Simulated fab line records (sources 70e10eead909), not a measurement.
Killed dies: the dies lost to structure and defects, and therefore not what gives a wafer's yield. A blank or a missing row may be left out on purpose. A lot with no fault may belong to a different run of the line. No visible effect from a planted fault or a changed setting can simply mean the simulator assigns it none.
Which tool is to blame? | flow nand_harc | 7 lots, 21 wafers sampled, at 4 steps of a route of 1302

## WHAT THE GAUGES READ, wafer by wafer
NHARC_THIN_TSV_CD_MEAS_37.
lot  | measured     | on        | cd_nm (nm)
L801 | day 24 03:11 | cd_sem-02 | 5002 5002 5003
L803 | day 25 13:19 | cd_sem-01 | 5002 5002 4996
L809 | day 28 23:54 | cd_sem-02 | 5005 4998 5001
L818 | day 31 15:47 | cd_sem-02 | 5004 5005 4998
L819 | day 32 09:46 | cd_sem-01 | 5008 4998 4997
L820 | day 32 19:37 | cd_sem-01 | 5002 4998 4999
L823 | day 33 14:38 | cd_sem-03 | 5000 5005 5000

## WHAT TOOL EACH LOT RAN ON (gives the tool, then ch and the chambers of the sampled wafers, and finally the start)
lot  | NHARC_THIN_TSV_STRIP_62              | NHARC_THIN_TSV_ETCH_59            | NHARC_THIN_TSV_ETCH_36
L801 | plasma_asher-02 ch 0,1, day 23 22:28 | rie_metal-02 ch 0,1, day 24 01:57 | rie_metal-02 ch 0,1, day 24 02:17
L803 | plasma_asher-01 ch 0,1, day 25 08:16 | rie_metal-01 ch 0,1, day 25 11:52 | rie_metal-01 ch 0,1, day 25 12:07
L809 | plasma_asher-02 ch 0,1, day 28 19:10 | rie_metal-01 ch 0,1, day 28 22:45 | rie_metal-01 ch 0,1, day 28 23:01
L818 | plasma_asher-01 ch 0,1, day 31 11:06 | rie_metal-02 ch 0,1, day 31 14:43 | rie_metal-02 ch 0,1, day 31 14:55
L819 | plasma_asher-01 ch 0,1, day 32 05:01 | rie_metal-03 ch 0,1, day 32 08:36 | rie_metal-03 ch 0,1, day 32 08:52
L820 | plasma_asher-01 ch 0,1, day 32 14:41 | rie_metal-01 ch 0, day 32 18:26   | rie_metal-01 ch 0, day 32 18:44
L823 | plasma_asher-02 ch 0,1, day 33 09:55 | rie_metal-02 ch 0,1, day 33 13:32 | rie_metal-02 ch 0,1, day 33 13:44
- NHARC_THIN_TSV_STRIP_62: strips in N2/H2, time 20 s.
- NHARC_THIN_TSV_ETCH_59: etches the open film in Cl2/BCl3, target depth 880 nm, time 138.1 s.
- NHARC_THIN_TSV_ETCH_36: etches the open film in Cl2/BCl3, target depth 65 nm, time 18.571 s.

## THE ANSWER, worked out from the rows above alone
Rule: usual is defined by the lots themselves. The widest of any qualifying gaps counts: lots, ordered by their means at a reading, are off when they make up no more than a third of the lots, leave a main group of 4 or more, and stand apart from it by 3 or more times the standard deviation of that group's means. The tables above print the reading to a certain number of digits; a main group whose means all agree to those digits is not used. A lot without any number at a reading at which 4 lots or more have one is off too. All remaining lots with rows at the step are treated as sound.
No lot is off on any of the readings shown, so nothing can be concluded from this.

## WHAT HAD BEEN PUT IN BY THE SIMULATOR
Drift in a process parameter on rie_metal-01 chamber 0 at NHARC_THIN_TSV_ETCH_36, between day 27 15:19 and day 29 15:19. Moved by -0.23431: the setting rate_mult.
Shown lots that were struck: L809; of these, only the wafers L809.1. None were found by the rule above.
